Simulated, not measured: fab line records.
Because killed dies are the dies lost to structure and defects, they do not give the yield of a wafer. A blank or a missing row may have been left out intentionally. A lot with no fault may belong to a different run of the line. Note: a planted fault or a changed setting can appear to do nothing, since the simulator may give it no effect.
fab line records -- flow nandHarc
record: lots: 7, wafers: 21, lastDay: 24
route steps=1159 shown A_CONTACT@900 END@1159
lots untouched by any fault: they come from a run of this same line in which no faults occurred
startH: hours from the record's opening day to when the first of the lot's shown wafers began -- waitH: hours elapsed since this lot's preceding step -- " as in the row above -- L1.1+2: several wafers, shown together as one row -- - no value present, or no start provided -- * or withheld: withheld -- < > ~ a bound
route shown NAME@n: a module of which the file shows steps, and the number in the route of the first -- usual: mean/standard deviation of fault-free wafers -- same: alike in all rows -- chamber/n: place in a boat -- sites: per-site readings -- _std_site: the values' standard deviation -- _edge_site: the outer-site mean with the inner-site mean subtracted -- radiusMm: how far each site lies from the wafer's centre -- mask NAME#n: copy n -- behind: tool/chamber where the wafer was last shaped -- hold: cause of the lot's hold/its duration in hours/its outcome -- device: which transistor (n, p or np) failed to switch -- end of line: the tests these same wafers got at the end of their route -- for a step that has no rows: nothing shown but its recipe -- killed: the dies lost at the first sort to structure and to defects; this is not the yield of the wafer -- map: a wafer's dies, x killed, . not, _ none there
set.NAME: the setting as run; set.NAME@STEP: as run at that earlier step -- model.NAME: the simulator's own value behind a step, which no gauge read
lots seen at some steps along the route; tables by step, rows by wafer
services: a tool's chamber out of use, with start hour (startH, from the record's first day; less than 0 if before it), hours out, and reason
== steps ==
step: NHARC_A_CONTACT_ETCH_75
recipe: targetDepthA: 390, overEtchFrac: 0.3, timeS: 65, ionEnergyEv: 80, cf4FlowSccm: 150, arFlowSccm: 0, rfW: 300, biasW: 100, chemistry: CF4
usual: drypumpMotorCurrentA: 5.8/0.48, oesProductAu: 1.000/0.0096, rfVppV: 151.6/1.1, showerheadPlenumPTorr: 1.80/0.061, throttleValvePct: 13.284/0.009
same: timeS: 65
lot.wafer,tool,chamber,startH,waitH,drypumpMotorCurrentA,oesProductAu,rfHoursCounterH,rfVppV,showerheadPlenumPTorr,throttleValvePct
L598.2,rieDiel-12,0,375.90,0.1,5.4,1.008,32,151.2,1.75,13.266
L598.3,rieDiel-12,2,375.90,0.1,6.3,0.993,31,151.8,1.88,13.273
L598.6,rieDiel-12,0,375.90,0.1,5.3,0.993,-,153.3,1.75,13.283
L600.2,rieDiel-09,3,403.24,0.1,5.3,1.010,56,150.3,1.80,13.270
L600.1,rieDiel-09,0,403.24,0.1,5.7,0.986,54,150.7,1.65,13.292
L600.6,rieDiel-09,3,403.24,0.1,5.3,1.008,-,151.2,1.80,13.269
L604.4,rieDiel-12,0,428.35,0.1,5.4,1.006,5,152.4,1.75,13.269
L604.3,rieDiel-12,3,428.35,0.1,5.2,0.992,6,151.2,1.85,13.266
L604.5,rieDiel-12,1,428.35,0.1,6.2,0.999,-,151.9,1.82,13.276
L603.3,rieDiel-12,1,433.87,0.1,6.2,1.004,7,151.6,1.82,13.283
L603.1,rieDiel-12,2,433.87,0.1,6.3,1.013,7,152.6,1.88,13.282
L603.5,rieDiel-12,1,433.87,0.1,6.2,1.008,-,153.2,1.82,13.297
L608.3,rieDiel-12,0,439.08,0.1,5.4,1.006,8,150.1,1.75,13.272
L608.6,rieDiel-12,2,439.08,0.1,6.3,1.005,-,150.0,1.88,13.290
L608.5,rieDiel-12,3,439.08,0.1,5.2,0.993,-,151.5,1.84,13.285
L620.4,rieDiel-12,3,496.61,0.1,5.2,0.993,22,152.5,1.84,13.290
L620.2,rieDiel-12,2,496.61,0.1,6.3,0.992,22,151.9,1.87,13.285
L620.6,rieDiel-12,3,496.61,0.1,5.2,0.993,-,153.8,1.84,13.277
L619.3,rieDiel-12,0,502.12,0.1,5.3,1.000,21,151.6,1.74,13.272
L619.1,rieDiel-12,1,502.12,0.1,6.2,1.005,21,150.7,1.82,13.288
L619.5,rieDiel-12,1,502.12,0.1,6.2,1.007,-,151.5,1.82,13.272
step: NHARC_A_CONTACT_ETCH_76
recipe: targetDepthA: 2600, overEtchFrac: 0.3, timeS: 475.3, ionEnergyEv: 200, n2FlowSccm: 150, h2FlowSccm: 150, arFlowSccm: 0, rfW: 400, biasW: 150, chemistry: N2/H2
step: NHARC_A_CONTACT_ETCH_77
recipe: targetDepthA: 726, timeS: 36.3, cf4FlowSccm: 100, chf3FlowSccm: 30, arFlowSccm: 0, rfW: 500, biasW: 200, chemistry: CF4/CHF3
step: NHARC_A_CONTACT_ETCH_78
recipe: targetDepthA: 28000, overEtchFrac: 0.3, timeS: 728, ionEnergyEv: 150, o2FlowSccm: 400, cosFlowSccm: 20, arFlowSccm: 0, rfW: 500, biasW: 300, chemistry: O2/COS
step: NHARC_A_CONTACT_ETCH_124
recipe: sourceW: withheld, pressureMtorr: 20, biasV: withheld, timeS: 140, targetDepthA: 7000, arFlowSccm: withheld, c4f8FlowSccm: withheld, o2FlowSccm: withheld, chemistry: C4F8/O2/Ar
step: NHARC_A_CONTACT_ETCH_125
recipe: sourceW: withheld, pressureMtorr: 20, biasV: 1200, timeS: 155, targetDepthA: 9560, arFlowSccm: withheld, c4f8FlowSccm: withheld, o2FlowSccm: withheld, chemistry: C4F8/O2/Ar
step: NHARC_A_CONTACT_ETCH_126
recipe: sourceW: withheld, pressureMtorr: 20, biasV: 1200, timeS: 155, targetDepthA: 9560, arFlowSccm: withheld, c4f8FlowSccm: withheld, o2FlowSccm: withheld, chemistry: C4F8/O2/Ar
step: NHARC_A_CONTACT_ETCH_127
recipe: sourceW: withheld, pressureMtorr: 20, biasV: 1200, timeS: 155, targetDepthA: 9560, arFlowSccm: withheld, c4f8FlowSccm: withheld, o2FlowSccm: withheld, chemistry: C4F8/O2/Ar
step: NHARC_A_CONTACT_ETCH_128
recipe: sourceW: withheld, pressureMtorr: 20, biasV: 1200, timeS: 155, targetDepthA: 9560, arFlowSccm: withheld, c4f8FlowSccm: withheld, o2FlowSccm: withheld, chemistry: C4F8/O2/Ar
step: NHARC_A_CONTACT_ETCH_129
recipe: sourceW: withheld, pressureMtorr: 20, biasV: 1200, timeS: 155, targetDepthA: 9560, arFlowSccm: withheld, c4f8FlowSccm: withheld, o2FlowSccm: withheld, chemistry: C4F8/O2/Ar
step: NHARC_A_CONTACT_ETCH_130
recipe: sourceW: withheld, pressureMtorr: 20, biasV: 1200, timeS: 155, targetDepthA: 9560, arFlowSccm: withheld, c4f8FlowSccm: withheld, o2FlowSccm: withheld, chemistry: C4F8/O2/Ar
step: NHARC_A_CONTACT_ETCH_131
recipe: sourceW: withheld, pressureMtorr: 20, biasV: 1200, timeS: 155, targetDepthA: 9560, arFlowSccm: withheld, c4f8FlowSccm: withheld, o2FlowSccm: withheld, chemistry: C4F8/O2/Ar
step: NHARC_A_CONTACT_ETCH_132
recipe: sourceW: withheld, pressureMtorr: 20, biasV: 1200, timeS: 156, targetDepthA: 9580, arFlowSccm: withheld, c4f8FlowSccm: withheld, o2FlowSccm: withheld, chemistry: C4F8/O2/Ar
same: timeS: 156
lot.wafer,tool,chamber,startH,waitH,rfHoursCounterH
L598.2,harCapEtch-02,0,378.12,0.1,9
L598.3,harCapEtch-02,1,378.12,0.1,-
L598.6,harCapEtch-02,1,378.12,0.1,-
L600.2,harCapEtch-02,0,406.09,0.2,11
L600.1,harCapEtch-02,1,406.09,0.2,11
L600.6,harCapEtch-02,1,406.09,0.2,-
L604.4,harCapEtch-02,0,430.81,0.1,-
L604.3,harCapEtch-02,1,430.81,0.1,-
L604.5,harCapEtch-02,1,430.81,0.1,-
L603.1,harCapEtch-02,0,436.71,0.2,19
L603.3,harCapEtch-02,0,436.71,0.2,-
L603.5,harCapEtch-02,0,436.71,0.2,-
L608.3,harCapEtch-02,0,441.78,0.2,-
L608.5,harCapEtch-02,1,441.78,0.2,-
L608.6,harCapEtch-02,0,441.78,0.2,-
L620.2,harCapEtch-01,1,499.07,0.1,79
L620.4,harCapEtch-01,0,499.07,0.1,-
L620.6,harCapEtch-01,1,499.07,0.1,-
L619.1,harCapEtch-02,0,504.38,0.1,34
L619.3,harCapEtch-02,0,504.38,0.1,-
L619.5,harCapEtch-02,1,504.38,0.1,-
step: NHARC_A_CONTACT_ETCH_133
recipe: sourceW: withheld, pressureMtorr: 20, biasV: 400, timeS: 195, targetDepthA: 8400, arFlowSccm: withheld, c4f8FlowSccm: 11.5, o2FlowSccm: 7.2, chemistry: C4F8/O2/Ar
step: NHARC_A_CONTACT_ETCH_91
recipe: targetDepthA: 400, overEtchFrac: 0.5, timeS: 85.7, ionEnergyEv: 120, ch3fFlowSccm: 50, o2FlowSccm: 30, arFlowSccm: 200, rfW: 500, biasW: 100, chemistry: CH3F/O2
usual: drypumpMotorCurrentA: 5.8/0.47, oesProductAu: 0.94/0.033, rfVppV: 245.2/1.5, showerheadPlenumPTorr: 2.51/0.09, throttleValvePct: 20.662/0.009
same: timeS: 85.7
lot.wafer,tool,chamber,startH,waitH,drypumpMotorCurrentA,oesProductAu,rfHoursCounterH,rfVppV,showerheadPlenumPTorr,throttleValvePct
L598.2,rieDiel-13,2,378.86,0.6,6.4,0.92,32,243.0,2.34,20.671
L598.3,rieDiel-13,3,378.86,0.6,5.4,0.94,32,244.4,2.43,20.690
L598.6,rieDiel-13,1,378.86,0.6,5.7,0.93,-,248.2,2.62,20.658
L600.2,rieDiel-12,3,406.94,0.6,5.2,0.92,2,246.7,2.57,20.654
L600.1,rieDiel-12,2,406.94,0.6,6.3,0.93,2,247.8,2.62,20.664
L600.6,rieDiel-12,0,406.94,0.6,5.3,0.92,-,243.9,2.43,20.648
L604.3,rieDiel-12,3,431.49,0.4,5.2,0.93,7,245.8,2.57,20.643
L604.4,rieDiel-12,1,431.49,0.4,6.2,0.92,6,246.3,2.54,20.660
L604.5,rieDiel-12,3,431.49,0.4,5.2,0.93,-,245.8,2.57,20.660
L603.1,rieDiel-12,1,437.55,0.6,6.2,0.93,8,245.6,2.54,20.655
L603.3,rieDiel-12,3,437.55,0.6,5.2,0.92,9,245.8,2.57,20.658
L603.5,rieDiel-12,2,437.55,0.6,6.3,0.94,-,247.2,2.61,20.659
L608.3,rieDiel-12,1,442.58,0.5,6.2,0.93,10,246.2,2.54,20.673
L608.6,rieDiel-12,2,442.58,0.5,6.3,0.93,-,246.6,2.61,20.657
L608.5,rieDiel-12,3,442.58,0.5,5.3,0.91,-,246.4,2.57,20.664
L620.4,rieDiel-12,2,499.75,0.4,6.3,0.93,23,246.3,2.61,20.670
L620.2,rieDiel-12,1,499.75,0.4,6.2,0.92,20,245.6,2.53,20.661
L620.6,rieDiel-12,2,499.75,0.4,6.3,0.93,-,246.7,2.61,20.668
L619.1,rieDiel-12,0,505.07,0.5,5.4,0.93,22,243.8,2.42,20.655
L619.3,rieDiel-12,1,505.07,0.5,6.2,0.93,21,245.3,2.53,20.655
L619.5,rieDiel-12,0,505.07,0.5,5.4,0.93,-,243.4,2.42,20.672
step: NHARC_A_CONTACT_ETCH_97
recipe: targetDepthA: 200, overEtchFrac: 0.5, timeS: 10, ionEnergyEv: 250, c4f6FlowSccm: 25, o2FlowSccm: 20, arFlowSccm: 500, rfW: 600, biasW: 500, chemistry: C4F6/O2
step: NHARC_A_CONTACT_CD_MEAS_80
usual: cdNm: 189.5/0.8
lot.wafer,tool,chamber,startH,waitH,cdNm
L598.2,cdSem-02,-,379.07,-,189.1
L598.3,cdSem-02,-,379.07,-,188.6
L598.6,cdSem-02,-,379.07,-,188.1
L600.1,cdSem-02,-,407.16,-,189.3
L600.2,cdSem-02,-,407.16,-,189.2
L600.6,cdSem-02,-,407.16,-,189.1
L604.3,cdSem-01,-,431.70,-,189.6
L604.4,cdSem-01,-,431.70,-,190.4
L604.5,cdSem-01,-,431.70,-,190.3
L603.1,cdSem-02,-,437.77,-,189.5
L603.3,cdSem-02,-,437.77,-,189.7
L603.5,cdSem-02,-,437.77,-,189.2
L608.3,cdSem-01,-,442.76,-,189.7
L608.5,cdSem-01,-,442.76,-,189.9
L608.6,cdSem-01,-,442.76,-,189.8
L620.2,cdSem-02,-,499.98,-,190.7
L620.4,cdSem-02,-,499.98,-,190.5
L620.6,cdSem-02,-,499.98,-,190.3
L619.1,cdSem-01,-,505.28,-,189.8
L619.3,cdSem-01,-,505.28,-,189.9
L619.5,cdSem-01,-,505.28,-,189.6
step: NHARC_A_CONTACT_STRIP_103
recipe: n2FlowSccm: 150, h2FlowSccm: 150, arFlowSccm: 0, biasW: 0, chemistry: N2/H2
step: NHARC_A_CONTACT_STRIP_104
recipe: cf4FlowSccm: 100, chf3FlowSccm: 30, arFlowSccm: 0, biasW: 0, chemistry: CF4/CHF3
step: NHARC_A_CONTACT_STRIP_105
recipe: o2FlowSccm: 400, cosFlowSccm: 20, arFlowSccm: 0, biasW: 0, chemistry: O2/COS
step: NHARC_A_CONTACT_ETCH_106
recipe: targetDepthA: 600, overetchA: 60, timeS: 33, ionEnergyEv: 100, cf4FlowSccm: 80, o2FlowSccm: 20, arFlowSccm: 0, rfW: 300, biasW: 100, chemistry: CF4/O2
step: NHARC_A_CONTACT_STRIP_82
recipe: o2FlowSccm: 500, arFlowSccm: 0, biasW: 0, chemistry: O2
step: NHARC_A_CONTACT_STRIP_83
recipe: timeS: 600, tempC: 30, chemistry: postEtchResidueRemover
step: NHARC_A_CONTACT_DEP_84
recipe: targetThkA: 20000, tempC: 400, material: aC
usual: throttleValvePct: 35.000/0.0092
lot.wafer,tool,chamber,startH,waitH,throttleValvePct
L598.2,aclDep-03,0,380.22,-,34.997
L598.3,aclDep-03,0,380.22,-,35.007
L598.6,aclDep-03,0,380.22,-,34.992
L600.1,aclDep-02,0,409.79,-,35.004
L600.2,aclDep-02,0,409.79,-,34.998
L600.6,aclDep-02,0,409.79,-,34.992
L604.3,aclDep-02,0,433.36,-,34.992
L604.4,aclDep-02,0,433.36,-,35.009
L604.5,aclDep-02,0,433.36,-,34.983
L603.1,aclDep-01,0,439.32,-,34.999
L603.3,aclDep-01,0,439.32,-,34.990
L603.5,aclDep-01,0,439.32,-,34.993
L608.3,aclDep-03,0,444.11,-,35.002
L608.5,aclDep-03,0,444.11,-,35.010
L608.6,aclDep-03,0,444.11,-,34.984
L620.2,aclDep-01,0,501.32,-,34.991
L620.4,aclDep-01,0,501.32,-,35.018
L620.6,aclDep-01,0,501.32,-,34.992
L619.1,aclDep-03,0,506.24,-,35.006
L619.3,aclDep-03,0,506.24,-,35.006
L619.5,aclDep-03,0,506.24,-,34.996
step: NHARC_A_CONTACT_DEP_85
recipe: targetThkA: 500, targetThkNm: 50, tempC: 400, pressureTorr: 3.5, flowSccm: 200, rfW: 350, material: SiON
usual: chamberPressureTorr: 3.500/0.0084, heaterPowerW: 735/91
lot.wafer,tool,chamber,startH,waitH,chamberPressureTorr,heaterPowerW
L598.2,pecvd-02,2,381.29,0.9,3.510,883
L598.3,pecvd-02,1,381.29,0.9,3.499,724
L598.6,pecvd-02,2,381.29,0.9,3.516,873
L600.2,pecvd-03,2,411.08,0.9,3.501,733
L600.1,pecvd-03,0,411.08,0.9,3.512,660
L600.6,pecvd-03,1,411.08,0.9,3.491,706
L604.3,pecvd-01,1,434.25,0.7,3.484,900
L604.5,pecvd-01,0,434.25,0.7,3.502,736
L604.4,pecvd-01,2,434.25,0.7,3.500,589
L603.3,pecvd-03,0,440.60,0.7,3.512,650
L603.1,pecvd-03,1,440.60,0.7,3.494,655
L603.5,pecvd-03,2,440.60,0.7,3.503,695
L608.3,pecvd-03,1,445.01,0.7,3.498,632
L608.5,pecvd-03,2,445.01,0.7,3.487,664
L608.6,pecvd-03,0,445.01,0.7,3.497,631
L620.2,pecvd-03,2,502.41,0.9,3.509,703
L620.6,pecvd-03,1,502.41,0.9,3.494,714
L620.4,pecvd-03,0,502.41,0.9,3.495,624
L619.1,pecvd-01,0,507.54,1.1,3.504,751
L619.3,pecvd-01,1,507.54,1.1,3.495,886
L619.5,pecvd-01,2,507.54,1.1,3.509,604
step: NHARC_A_CONTACT_DEHYDRATE_00
recipe: tempC: 150, timeS: 120
step: NHARC_A_CONTACT_HMDS_01
recipe: timeS: 30
step: NHARC_A_CONTACT_COAT_86
recipe: tempC: 260, timeS: 75
step: NHARC_A_CONTACT_COAT_87
recipe: tempC: 225, timeS: 65
step: NHARC_A_CONTACT_COAT_02
recipe: spinRpm: 1500, resistThkNm: 90
step: NHARC_A_CONTACT_SOFTBAKE_03
recipe: tempC: 105, timeS: 55
step: NHARC_A_CONTACT_EBR_04
step: NHARC_A_CONTACT_EXPOSE_05
recipe: na: 1.35, sigmaOuter: 0.8, doseMj: 84.24, maskId: A_CC
step: NHARC_A_CONTACT_PEB_06
recipe: pebTempC: 100, pebTimeS: 65
step: NHARC_A_CONTACT_DEVELOP_07
recipe: developTimeS: 35, devTempC: 23
step: NHARC_A_CONTACT_CD_MEAS_08
recipe: targetCdNm: 100, landingEnergyEv: 500
usual: cdNm: 100.1/0.61
lot.wafer,tool,chamber,startH,waitH,cdNm
L598.2,cdSem-01,0,381.89,-,99.6
L598.3,cdSem-01,0,381.89,-,99.1
L598.6,cdSem-01,0,381.89,-,99.1
L600.1,cdSem-02,0,411.77,-,99.8
L600.2,cdSem-02,0,411.77,-,99.1
L600.6,cdSem-02,0,411.77,-,99.3
L604.3,cdSem-02,0,434.95,-,99.9
L604.4,cdSem-02,0,434.95,-,99.8
L604.5,cdSem-02,0,434.95,-,99.5
L603.1,cdSem-03,0,441.30,-,100.3
L603.3,cdSem-03,0,441.30,-,99.7
L603.5,cdSem-03,0,441.30,-,99.9
L608.3,cdSem-03,0,445.69,-,100.7
L608.5,cdSem-03,0,445.69,-,101.0
L608.6,cdSem-03,0,445.69,-,100.5
L620.2,cdSem-01,0,503.10,-,100.5
L620.4,cdSem-01,0,503.10,-,101.1
L620.6,cdSem-01,0,503.10,-,101.1
L619.1,cdSem-03,0,508.11,-,99.4
L619.3,cdSem-03,0,508.11,-,100.0
L619.5,cdSem-03,0,508.11,-,99.3
step: NHARC_A_CONTACT_OVL_MEAS_09
usual: overlayXNm: 0.1/0.79, overlayYNm: 0.2/1
lot.wafer,tool,chamber,startH,waitH,overlayXNm,overlayYNm
L598.2,overlay-02,-,381.97,-,0.3,2.3
L598.3,overlay-02,-,381.97,-,0.7,2.0
L598.6,overlay-02,-,381.97,-,0.4,1.8
L600.1,overlay-02,-,411.86,-,0.3,1.6
L600.2,overlay-02,-,411.86,-,0.2,1.1
L600.6,overlay-02,-,411.86,-,0.3,1.9
L604.3,overlay-01,-,435.03,-,-0.4,0.3
L604.4,overlay-01,-,435.03,-,-0.9,0.9
L604.5,overlay-01,-,435.03,-,-0.4,0.2
L603.1,overlay-01,-,441.38,-,-0.3,0.7
L603.3,overlay-01,-,441.38,-,-0.3,1.0
L603.5,overlay-01,-,441.38,-,-0.3,0.7
L608.3,overlay-02,-,445.77,-,-0.3,-1.1
L608.5,overlay-02,-,445.77,-,-0.1,-1.1
L608.6,overlay-02,-,445.77,-,-0.4,-1.1
L620.2,overlay-02,-,503.21,-,-0.6,0.2
L620.4,overlay-02,-,503.21,-,0.3,-0.5
L620.6,overlay-02,-,503.21,-,0.1,-0.4
L619.1,overlay-02,-,508.20,-,2.2,0.2
L619.3,overlay-02,-,508.20,-,1.5,-0.2
L619.5,overlay-02,-,508.20,-,2.0,0.1
step: NHARC_A_CONTACT_DESCUM_13
recipe: timeS: 3, o2FlowSccm: 200, arFlowSccm: 0, biasPowerW: 0, chemistry: O2
step: NHARC_A_CONTACT_ETCH_88
recipe: targetDepthA: 390, overEtchFrac: 0.3, timeS: 65, ionEnergyEv: 80, cf4FlowSccm: 150, arFlowSccm: 0, rfW: 300, biasW: 100, chemistry: CF4
step: NHARC_A_CONTACT_ETCH_89
recipe: targetDepthA: 2600, overEtchFrac: 0.3, timeS: 475.3, ionEnergyEv: 200, n2FlowSccm: 150, h2FlowSccm: 150, arFlowSccm: 0, rfW: 400, biasW: 150, chemistry: N2/H2
usual: drypumpMotorCurrentA: 5.8/0.46, oesProductAu: 1.002/0.0083, rfVppV: 431.6/2.3, showerheadPlenumPTorr: 2.08/0.079, throttleValvePct: 14.172/0.0098
same: timeS: 475.3
lot.wafer,tool,chamber,startH,waitH,drypumpMotorCurrentA,oesProductAu,rfHoursCounterH,rfVppV,showerheadPlenumPTorr,throttleValvePct
L598.2,rieDiel-13,0,-,-,5.9,1.001,34,430.3,2.08,14.184
L598.3,rieDiel-13,2,-,-,6.3,0.999,33,427.2,1.93,14.172
L598.6,rieDiel-13,0,-,-,5.9,1.006,-,432.2,2.08,14.162
L600.1,rieDiel-12,3,-,-,5.3,1.003,3,432.8,2.14,14.176
L600.2,rieDiel-12,0,-,-,5.4,1.008,3,428.7,2.01,14.171
L600.6,rieDiel-12,1,-,-,6.2,1.001,-,431.9,2.11,14.154
L604.3,rieDiel-13,2,-,-,6.3,1.002,52,427.3,1.93,14.149
L604.4,rieDiel-13,3,-,-,5.4,1.002,52,429.4,2.01,14.158
L604.5,rieDiel-13,0,-,-,5.9,1.003,-,432.1,2.07,14.179
L603.1,rieDiel-12,3,-,-,5.3,0.997,10,433.4,2.14,14.171
L603.3,rieDiel-12,0,-,-,5.4,1.011,9,429.4,2.01,14.165
L603.5,rieDiel-12,2,-,-,6.3,0.996,-,435.3,2.18,14.161
L608.3,rieDiel-12,2,-,-,6.3,1.006,10,434.0,2.18,14.146
L608.5,rieDiel-12,1,-,-,6.2,1.001,-,433.4,2.11,14.171
L608.6,rieDiel-12,2,-,-,6.3,1.001,-,433.2,2.18,14.182
L620.2,rieDiel-13,3,-,-,5.4,1.002,16,429.3,2.00,14.166
L620.4,rieDiel-13,2,-,-,6.3,0.987,11,428.3,1.92,14.180
L620.6,rieDiel-13,0,-,-,5.9,0.998,-,431.5,2.06,14.168
L619.3,rieDiel-09,0,-,-,5.8,1.005,25,435.2,2.21,14.164
L619.1,rieDiel-09,1,-,-,6.8,0.988,27,430.8,2.00,14.186
L619.5,rieDiel-09,3,-,-,5.2,0.996,-,430.1,2.07,14.176
step: NHARC_A_CONTACT_ETCH_30
recipe: targetDepthA: 605, timeS: 30.2, cf4FlowSccm: 100, chf3FlowSccm: 30, arFlowSccm: 0, rfW: 500, biasW: 200, chemistry: CF4/CHF3
step: NHARC_END_SORT_01
recipe: tempC: 25
usual: killedAtArray: 29/9.4, killedAtOther: 0.7/1.3, killedAtPeriphery: 2.9/2.1, killedDies: 32/9, killedOpen: 3.3/1.8, killedShort: 1.9/1.4
same: grossDies: 677
lot.wafer,tool,chamber,startH,waitH,killedAtArray,killedAtOther,killedAtPeriphery,killedDies,killedOpen,killedShort
L603.1,prober-01,0,495.49,2.5,125,0,0,125,3,2
L603.3,prober-01,0,497.09,3.1,113,0,1,114,2,1
L603.5,prober-01,0,498.69,3.7,106,0,1,107,2,1
L608.3,prober-01,0,504.84,3.1,121,0,6,127,2,0
L608.5,prober-01,0,506.43,3.7,100,0,5,105,3,0
L608.6,prober-01,0,507.23,4.0,122,0,5,127,3,3
L604.3,prober-02,0,504.84,3.1,81,0,7,88,1,3
L604.4,prober-02,0,505.65,3.4,108,0,3,111,3,2
L604.5,prober-02,0,506.46,3.7,85,0,4,89,2,0
killed by level:class
L603.1 A_CONTACT:unspecified=99 A_CHANNEL_HOLE_D1:chamberFilmFlake=7 A_STAIRCASE:chamberFilmFlake=4 A_SGD_CUT:chamberFilmFlake=3 A_WL_FILL:chamberFilmFlake=3 A_CONTACT:chamberFilmFlake=3 A_ONON_D1:geometricParticle:short=1 A_ONON_D1:geometricParticle:open=1
L603.3 A_CONTACT:unspecified=100 A_CHANNEL_HOLE_D1:chamberFilmFlake=6 A_CONTACT:chamberFilmFlake=3 A_CONTACT:geometricParticle:open=2 A_STAIRCASE:chamberFilmFlake=2 P_M0:geometricParticle:short=1
L603.5 A_CONTACT:unspecified=88 A_CHANNEL_HOLE_D1:chamberFilmFlake=4 A_STAIRCASE:chamberFilmFlake=4 A_SGD_CUT:chamberFilmFlake=4 A_CONTACT:chamberFilmFlake=2 P_M1:geometricParticle:open=1 A_ONON_D1:geometricParticle:short=1 A_ONON_D1:geometricParticle:open=1
L608.3 A_CONTACT:unspecified=100 A_SLIT:chamberFilmFlake=9 A_CHANNEL_HOLE_D1:chamberFilmFlake=6 P_ZERO_WELL:chamberFilmFlake=3 P_STI:chamberFilmFlake=2 A_ZERO_WELL:chamberFilmFlake=2 P_GATE:geometricParticle:open=1 A_WL_FILL:geometricParticle:open=1
L604.3 A_CONTACT:unspecified=66 A_CHANNEL_HOLE_D1:chamberFilmFlake=5 A_STAIRCASE:chamberFilmFlake=4 P_GATE:geometricParticle:short=2 P_M1:chamberFilmFlake=2 A_CHANNEL_FILL_D1:geometricParticle:short=1 A_M0:geometricParticle:open=1 P_ZERO_WELL:chamberFilmFlake=1
L604.4 A_CONTACT:unspecified=92 A_CHANNEL_HOLE_D1:chamberFilmFlake=4 A_STAIRCASE:chamberFilmFlake=3 A_CONTACT:geometricParticle:open=2 P_ZERO_WELL:chamberFilmFlake=2 A_CONTACT:chamberFilmFlake=2 A_SGD_CUT:geometricParticle:short=1 A_WL_FILL:geometricParticle:open=1
L608.5 A_CONTACT:unspecified=68 A_SLIT:chamberFilmFlake=15 A_SGD_CUT:chamberFilmFlake=9 P_ZERO_WELL:chamberFilmFlake=3 A_ONON_D1:geometricParticle:open=2 A_CHANNEL_HOLE_D1:chamberFilmFlake=2 A_STAIRCASE:chamberFilmFlake=2 P_GATE:geometricParticle:open=1
L604.5 A_CONTACT:unspecified=68 A_CHANNEL_HOLE_D1:chamberFilmFlake=6 A_STAIRCASE:chamberFilmFlake=4 A_ZERO_WELL:chamberFilmFlake=3 P_ZERO_WELL:chamberFilmFlake=2 A_ONON_D1:geometricParticle:open=1 A_M0:geometricParticle:open=1 P_STI:chamberFilmFlake=1
L608.6 A_CONTACT:unspecified=96 A_SLIT:chamberFilmFlake=15 A_SGD_CUT:chamberFilmFlake=3 P_ZERO_WELL:chamberFilmFlake=2 A_ONON_D1:geometricParticle:short=1 A_ONON_D1:geometricParticle:open=1 A_SGD_CUT:geometricParticle:short=1 A_SGD_CUT:geometricParticle:open=1
map L603.1 (x killed, . not)
____________.____________
_________......._________
_______..........._______
______...x.........______
_____..........x...._____
____.........x.......____
____..x..............____
___...................___
___...................___
__....x..x.............__
__.......x.............__
_....x..x..............._
_.........xx............_
_........x.............x_
_...........x......x...._
_......................._
.........................
.....xx.x................
...x....x........x.......
....xxxx.x.x..x..........
....xxxxxx.x.............
_..xxxxxxxxx.....x......_
_...xxxxxxxx............_
_..xxxxxxxxx..x........._
_..xxxxxxxx............._
_.xxxxxxxxxx............_
__..xxxxxxx............__
__.xxxxxxxxxx..........__
___.xxxxxxxx..........___
___.xxxxxxxx..........___
____.xxxxx...........____
____....xx.........x.____
_____.x..x..x......._____
______.............______
_______..........._______
_________......._________
____________.____________
map L604.4 (x killed, . not)
____________.____________
_________......._________
_______......x...._______
______...x.........______
_____..............._____
____.................____
____.................____
___...................___
___...................___
__.....................__
__....x................__
_......................._
_......................._
_.......x.........x....._
_....x.........x........_
_......................._
...........x.............
.....x..xx...............
.....xx.x...x...........x
......xxxx...............
....xxxxxx...............
_..xxxxxxxx............._
_...xxxxxxxx............_
_..xxxxxxxxx.x.........._
_..xxxxxxxxxx..........._
_..xxxxxxxxx.x.........._
__..xxxxxxxx...........__
__xxxxxxxxx............__
___.xxxxxxxxx.........___
___.xxxxxx............___
____..x.x............____
____.x.....x..x......____
_____.x............._____
______.............______
_______.......x..._______
_________......._________
____________.____________
== services ==
tool,chamber,startH,hours,kind
rieDiel-12,0,358.94,-,clean
rieDiel-12,1,358.94,-,clean
rieDiel-12,2,358.94,-,clean
rieDiel-12,3,358.94,-,clean
rieDiel-12,0,379.40,9.0,ventCycle
rieDiel-12,2,379.40,9.0,ventCycle
rieDiel-12,0,388.40,-,clean
rieDiel-12,1,388.40,-,clean
rieDiel-12,2,388.40,-,clean
rieDiel-12,3,388.40,-,clean
rieDiel-12,-,388.69,0.5,repair
aclDep-03,-,407.81,13.0,pm
rieDiel-12,0,412.96,-,clean
rieDiel-12,1,412.96,-,clean
rieDiel-12,2,412.96,-,clean
rieDiel-12,3,412.96,-,clean
pecvd-01,-,418.19,13.0,pm
rieDiel-09,-,431.16,9.0,pm
rieDiel-12,0,437.48,-,clean
rieDiel-12,1,437.48,-,clean
rieDiel-13,-,453.36,9.0,pm
rieDiel-09,0,458.56,6.1,repair
pecvd-03,-,473.39,13.0,pm
aclDep-01,-,475.97,13.0,pm
== key ==
firstSign: step: NHARC_END_SORT_01, reading: killedDies, direction: up, sigmas: 8.7, usual: 32, struck: 110
effect: step: NHARC_END_SORT_01, reading: killedAtArray, direction: up, sigmas: 8.3, usual: 29, struck: 107
moreKillsBornAt: NHARC_A_CONTACT_ETCH_132@harCapEtch-02: 777
metAt NHARC_A_CONTACT_ETCH_132
struckWafers L603.1,L603.3,L603.5,L604.3,L604.4,L604.5,L608.3,L608.5,L608.6
testerLeftOut L603,L604,L608
onsetBetween 406.09 430.81
fault: kind: chamberParticleSource, tool: harCapEtch-02, chamber: -, onsetH: 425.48, steps: NHARC_A_CONTACT_ETCH_132, ratePerVisitCm2: 1.5923, endH: 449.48
testerLeftOut: of these lots the tester's yield and bins aren't shown, on N5 and GAA mostly nor the transistor test; their killed dies are dies lost to structure and defects alone, not to doping, threshold or leakage, so they don't give the yield
